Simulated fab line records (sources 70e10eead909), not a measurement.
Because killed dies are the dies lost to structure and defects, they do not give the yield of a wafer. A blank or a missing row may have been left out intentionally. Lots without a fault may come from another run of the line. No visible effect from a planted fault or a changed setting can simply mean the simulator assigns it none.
8D (eight disciplines) problem report, filled in by code -- flow nand_harc -- the parts of the form that need people (team, actions taken, sign-off) are left out

1. THE PROBLEM
Wafers without a fault read 29, standard deviation 10; killed_at_array at NHARC_END_SORT_01 reads a mean of 103 on 6 wafers belonging to 2 lots. That puts it +7.4 standard deviations away from the usual mean.
Earliest sighting: wafer L771.4 on prober-01 at day 24 11:55. At this step, 21 wafers from 7 lots have a number in the record. Rule for "out", or "out of limits": more than 4 standard deviations from the usual mean. The rest of the wafers with a number are treated as sound.

2. WHAT THIS IS AND IS NOT
question,is,is not
which readings at this step,"killed_at_array, killed_dies","killed_at_periphery, killed_open"
which lots,"L771, L772","L755, L757, L760, L762, L765"
which wafers of those lots,all that have a number,-
read on which gauges,"prober-01, prober-02",-
when,from day 24 11:55,up to then (15 sound wafers)

3. THE SUSPECTS, EACH WITH WHAT RULES IT OUT
Counting: a tool stays on the suspect list if, at a process step up to the reading, it processed all lots that are out and no sound lot following the first of them.
- the gauge at NHARC_END_SORT_01 is ruled out. 2 gauges (prober-01, prober-02) read the wafers that are out.
- cvd_w-02 at NHARC_A_CONTACT_CVD_19 (deposits W, target thk 300 nm, time 802 s): kept. Every lot that is out went through it, starting with L772 (day 22 04:22), and after that it ran no sound lot; the last sound lot it ran before then is L765 (day 20 21:57).
The count leaves cvd_w-02 at NHARC_A_CONTACT_CVD_19.

4. THE CAUSE (what the simulator had put in)
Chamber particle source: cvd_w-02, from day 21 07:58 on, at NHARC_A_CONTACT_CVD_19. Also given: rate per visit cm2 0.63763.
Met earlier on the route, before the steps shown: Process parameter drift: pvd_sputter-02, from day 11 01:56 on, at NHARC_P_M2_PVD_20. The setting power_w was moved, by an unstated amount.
Counting left only this tool.

5. THE CHAIN OF EFFECTS, in route order
One row per reading whose mean, taken over the struck wafers that have a number, lies over 3 standard deviations from the usual. Readings are gone through only where the record gives a usual standard deviation; hours: the median, over the lots, of the time from a lot's start at the first step in this table giving one to that lot's start at this step; sigmas: the change measured in usual standard deviations.
hours,step,reading,usual,on struck wafers,change,sigmas
0,NHARC_END_SORT_01,killed_at_array,29,103,+74,+7.4
0,NHARC_END_SORT_01,killed_dies,33,108,+75,+7.5

6. HOW IT WOULD HAVE BEEN CAUGHT EARLIER
76 hours passed between the start of the fault at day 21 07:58 and the first reading out of limits at a measuring or inspecting step in this record, taken at day 24 11:55.
An alarm limit of 4 standard deviations would not have fired on the tool readings at NHARC_A_CONTACT_CVD_19 for which the record gives a usual standard deviation, since none of them was out on any struck wafer.
All the lots that are out (2) had begun NHARC_A_CONTACT_CVD_19 on cvd_w-02 by day 24 11:55. Had the tool been put on hold then, not one of them would have been saved.
